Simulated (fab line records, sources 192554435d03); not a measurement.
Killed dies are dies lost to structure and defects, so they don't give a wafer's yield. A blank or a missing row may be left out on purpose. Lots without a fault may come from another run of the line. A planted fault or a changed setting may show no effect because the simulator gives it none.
A struck lot beside a sound one | flow n5_finfet | 37 steps out of a route of 1938
Sound: wafers L665.1, L665.3, L665.4. Struck: wafer L679.6. (L679.2 of the same lot was not struck and is left out.) The cause comes at the end.
At each step with rows: each side's tool, then ch and its chambers, then its first start. Under that, the readings that differ: sound wafers | struck wafers | difference of the means | sigmas: that difference in standard deviations of wafers without a fault.
alike: readings whose means differ by less than 2 such deviations, and words and numbers that are the same on both sides. not compared: withheld readings, readings that some wafer has no value for, bounds like >300 that may hide the same value, and numbers for which the record gives no deviation and whose values overlap.
The two part at a step that has a row with sigmas, a row that says differs or no value, or rows on one side only. Numbers that don't overlap but have no deviation are shown without sigmas and don't part them. A reading that every wafer of one side lacks parts them only if that side has two wafers or more.

first, 9 steps without rows for these wafers: N5_BEOL_M0_SAQP_COAT_34 (resist thk 30 nm); N5_BEOL_M0_SAQP_EBR_36; N5_BEOL_M0_SAQP_SOFTBAKE_35 (time 60 s); N5_BEOL_M0_SAQP_EXPOSE_37 (exposes mask M0 CUT1, target cd 30 nm); N5_BEOL_M0_SAQP_PEB_38 (peb time 60 s); N5_BEOL_M0_SAQP_DEVELOP_39 (develop time 30 s); N5_BEOL_M0_SAQP_DESCUM_45 (chemistry O2, time 7 s); N5_BEOL_M0_SAQP_ETCH_88 (etches underlayer in N2/H2, target depth 6.5 nm, time 5.2 s); N5_BEOL_M0_SAQP_ETCH_73 (etches SiARC in CF4, target depth 19.5 nm, time 32.5 s).
N5_BEOL_M0_SAQP_CUT_ETCH_46: etches SOC in N2/H2, target depth 135 nm, overetch 27 nm, time 202.5 s.
  sound on rie_diel-06 ch 0,2,3, day 6 05:22; struck on rie_diel-06 ch 1, day 9 17:22
  reading                                         | sound       | struck | difference | sigmas
  model.SiARC_of_BEOL_M0_SAQP_COAT_72.thk_nm (nm) | 4.6 5.2 4.8 | 9.8    | +4.9       |
  model.BEOL_M0_SAQP.cd_nm (nm)                   | 29.8 30 30  | 28.2   | -1.7       |
  alike: drypump_motor_current_A, rf_vpp_V, showerhead_plenum_p_Torr, throttle_valve_pct
  not compared: rf_hours_counter_h
then, 3 steps without rows for these wafers: N5_BEOL_M0_SAQP_STRIP_74 (strips in N2/H2); N5_BEOL_M0_SAQP_STRIP_89 (strips in N2/H2); N5_BEOL_M0_SAQP_ALD_48 (deposits SiO2, target thk 20 nm, pulse time 1 s, co reactant pulse time 1 s).
N5_BEOL_M0_SAQP_ETCH_49: etches SiO2 in CF4/O2, target depth 37 nm.
  sound on rie_diel-06 ch 0,1,2, day 6 06:11; struck on rie_diel-06 ch 1, day 9 18:24
  reading                       | sound      | struck | difference | sigmas
  model.BEOL_M0_SAQP.cd_nm (nm) | 29.8 30 30 | 28     | -2         |
  alike: cf4_flow_sccm, drypump_motor_current_A, oes_product_au, rf_vpp_V, showerhead_plenum_p_Torr, throttle_valve_pct
  not compared: rf_hours_counter_h
then, 21 steps without rows for these wafers: N5_BEOL_M0_SAQP_STRIP_75 (strips in CF4); N5_BEOL_M0_CUTY_COAT_50 (time 60 s, resist thk 15 nm); N5_BEOL_M0_CUTY_COAT_51 (resist thk 150 nm); N5_BEOL_M0_CUTY_EBR_52; N5_BEOL_M0_CUTY_SOFTBAKE_53 (time 60 s); N5_BEOL_M0_CUTY_EXPOSE_54 (exposes mask M0 ABLK); N5_BEOL_M0_CUTY_PEB_55 (peb time 60 s); N5_BEOL_M0_CUTY_DEVELOP_56 (develop time 30 s); N5_BEOL_M0_CUTY_DESCUM_61 (chemistry O2, time 7.9 s); N5_BEOL_M0_CUTY_ETCH_62 (etches SiARC in CF4, time 58.5 s); N5_BEOL_M0_CUTY_ETCH_63 (etches SOC in N2/H2, target depth 82.7 nm, overetch 16.5 nm, time 124 s); N5_BEOL_M0_CUTY_STRIP_64 (strips in N2/H2); N5_BEOL_M0_ETCH_138 (etches SiCN in CH3F/O2, target depth 12 nm, time 31.6 s); N5_BEOL_M0_HM_OPEN_105 (chemistry Cl2/BCl3, target TiN, target depth 12 nm); N5_BEOL_M0_STRIP_140 (strips in CF4); N5_BEOL_M0_STRIP_104 (strips in N2/H2); N5_BEOL_M0_WET_ETCH_106 (etches SiO2 in DHF, target depth 130 nm, rinse time 30 s); N5_BEOL_M0_ETCH_128 (etches SiCN in CF4/N2, target depth 12 nm, overetch 5.1 nm, time 21.4 s); N5_BEOL_M0_TRENCH_ETCH_107 (etches SiOC in C4F6/O2, target depth 32.8 nm, time 16.4 s); N5_BEOL_M0_STRIP_142 (strips in N2/H2, time 10 s); N5_BEOL_M0_HM_STRIP_129 (strips TiN in peroxide tin strip, target depth 17 nm, time 108 s).
-- the record jumps here: 3 days lie between the struck wafers' starts before and after (it left off in module BEOL_M0 and takes up again in module BEOL_M4, whose first step shown is number 1111 of the route) --
N5_BEOL_M4_RC_MEAS_101:
  sound on prober-01 ch 0, day 8 02:11; struck on prober-02 ch 0, day 12 12:58
  reading       | sound       | struck | difference | sigmas
  ION_N (uA/um) | 661 659 672 | 690    | +26        | +2
  alike: DIBL_N, DIBL_P, IOFF_N, IOFF_P, ION_P, SS_N, SS_P, VT_N, VT_P
-- the record jumps here: 5 days lie between the struck wafers' starts before and after (it left off in module BEOL_M4 and takes up again in module PASSIVATION, whose first step shown is number 1936 of the route) --
N5_PASSIVATION_PROBE_49:
  the record has rows for the struck wafers here (prober-01, day 17 08:03) and none for the sound ones

WHERE THEY PART
First at N5_BEOL_M4_RC_MEAS_101; last, within this record, at N5_PASSIVATION_PROBE_49.

WHY: what the simulator had put in
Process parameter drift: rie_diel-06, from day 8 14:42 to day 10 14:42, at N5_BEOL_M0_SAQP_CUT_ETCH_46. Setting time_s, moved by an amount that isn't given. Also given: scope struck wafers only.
